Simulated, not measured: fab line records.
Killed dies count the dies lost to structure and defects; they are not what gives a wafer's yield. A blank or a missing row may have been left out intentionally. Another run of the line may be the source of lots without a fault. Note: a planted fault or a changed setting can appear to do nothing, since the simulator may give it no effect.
Lot-split experiment	flow n5Finfet	route with 1938 steps; 7 lots, 21 wafers read

== THE SPLIT ITSELF ==
At N5_PMOS_HMC_CHANNEL_EPI_PEB_07 (peb time 60 s), the setting pebTimeS was moved away from the recipe's 60 s on 9 of the 21 wafers read, by -15.7% to +20.0%. All remaining wafers had this setting at the recipe value.

== BETWEEN THE SPLIT AND THE READING: the file shows 1 step in between ==
- N5_PMOS_HMC_CHANNEL_EPI_DEVELOP_08: develop time 30 s

== THE READING ==
cdNm (nm) at N5_PMOS_HMC_CHANNEL_EPI_CD_MEAS_09, where the cd target is 237.4 nm. On this fab line, fault-free wafers typically give 237.3 nm with a standard deviation of 1 nm.

wafer	tool, chamber at the split	pebTimeS as run, s	against the recipe	cdNm, nm	against lot-mates on the recipe
L074.2	lithoTrack-05, 0	60	recipe	232.4	-
L074.4	lithoTrack-05, 0	66.82	+11.4%	236.4	+4.0
L074.6	lithoTrack-05, 0	66.82	+11.4%	241.3	+8.9
L075.3	lithoTrack-02, 0	50.57	-15.7%	226.7	-11.3
L075.5	lithoTrack-02, 0	50.57	-15.7%	227.4	-10.6
L075.6	lithoTrack-02, 0	60	recipe	238.0	-
L080.1	lithoTrack-05, 0	60	recipe	235.3	-
L080.2	lithoTrack-05, 0	67.51	+12.5%	241.0	+5.6
L080.4	lithoTrack-05, 0	60	recipe	235.5	-
L082.1	lithoTrack-05, 0	67.55	+12.6%	242.2	+2.6
L082.3	lithoTrack-05, 0	67.55	+12.6%	244.5	+4.9
L082.6	lithoTrack-05, 0	60	recipe	239.6	-
L084.3	lithoTrack-03, 0	60	recipe	237.1	-
L084.4	lithoTrack-03, 0	60	recipe	237.0	-
L084.5	lithoTrack-03, 0	60	recipe	236.6	-
L088.2	lithoTrack-05, 0	71.99	+20.0%	244.7	+10.2
L088.4	lithoTrack-05, 0	60	recipe	236.4	-
L088.6	lithoTrack-05, 0	60	recipe	232.6	-
L091.3	lithoTrack-05, 0	53.23	-11.3%	231.8	-5.4
L091.5	lithoTrack-05, 0	60	recipe	237.6	-
L091.6	lithoTrack-05, 0	60	recipe	236.9	-

FIT RESULTS
A straight line over all 21 wafers: cdNm changes by +0.468 nm for each +1% of pebTimeS; r = +0.90; the points scatter about the line by 2.1 nm.
The same after taking each lot's own level away (the mean of its wafers on the recipe; 21 wafers): +0.537 nm for each +1%; r = +0.95; scatter 1.6 nm.
The reading moves by 11 nm for the largest change in pebTimeS, on that fit.
The lots' own levels span 232.40 to 239.60 nm, that is 7.2 times the standard deviation above.
In other words, the slope is changed by the lot-to-lot level; the two fits disagree.
Check: +10.2 nm against its lot-mates is what the line predicts for one of the wafers moved furthest among these (+20.0%) when that wafer is left out of the fit. It came out at +10.2 nm against them.

== THESE WAFERS: OTHER SPLITS ==
Other splits were also applied to these wafers ahead of the reading. Each is held against what the fit with the lots' levels taken away leaves over:
other split on the same wafers	wafers away from the commonest value	r with cdNm (lot level and that fit taken away)
N5_WELL_APT_COAT_02 spinRpm	3	+0.20
N5_PMOS_HMC_CHANNEL_EPI_EXPOSE_06 doseMj	7	+0.37

== THE WHOLE CHAIN: every reading that the file lists as answering this split, in the file's order ==
step	what it does	reading	change (the file's fit)	r (the file's)
N5_PMOS_HMC_CHANNEL_EPI_CD_MEAS_09	target cd 237.4 nm	cdNm	+0.516 nm for each +1% of the setting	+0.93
N5_PMOS_HMC_CHANNEL_EPI_DESCUM_14	chemistry O2, time 7.9 s	PMOS_HMC_CHANNEL_EPI.cdNm (the simulator's own value, which no gauge read)	+0.506 nm for each +1% of the setting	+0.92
N5_PMOS_HMC_CHANNEL_EPI_ETCH_32	etches BARC in N2/H2, stops on SiO2, target depth 85.8 nm, time 50.3 s	PMOS_HMC_CHANNEL_EPI.cdNm (the simulator's own value, which no gauge read)	+0.403 nm for each +1% of the setting, in a fit together with doseMj@PMOS_HMC_CHANNEL_EPI_EXPOSE_06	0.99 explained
N5_PMOS_HMC_CHANNEL_EPI_HM_OPEN_15	chemistry CHF3/O2, target SiO2, target depth 40.6 nm, time 20.3 s	PMOS_HMC_CHANNEL_EPI.cdNm (the simulator's own value, which no gauge read)	+0.404 nm for each +1% of the setting, in a fit together with doseMj@PMOS_HMC_CHANNEL_EPI_EXPOSE_06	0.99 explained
N5_PMOS_HMC_CHANNEL_EPI_ETCH_38	etches SiO2 in CF4, target depth 1.5 nm	PMOS_HMC_CHANNEL_EPI.cdNm (the simulator's own value, which no gauge read)	+0.404 nm for each +1% of the setting, in a fit together with doseMj@PMOS_HMC_CHANNEL_EPI_EXPOSE_06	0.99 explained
N5_PMOS_HMC_CHANNEL_EPI_FIN_RECESS_16	chemistry HBr/Cl2, target Si, target depth 54 nm, time 18 s	PMOS_HMC_CHANNEL_EPI.cdNm (the simulator's own value, which no gauge read)	+0.405 nm for each +1% of the setting, in a fit together with doseMj@PMOS_HMC_CHANNEL_EPI_EXPOSE_06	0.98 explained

== THE FILE'S OWN FIT ==
cdNm changes by +0.516 nm for each +1% of pebTimeS, r = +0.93.
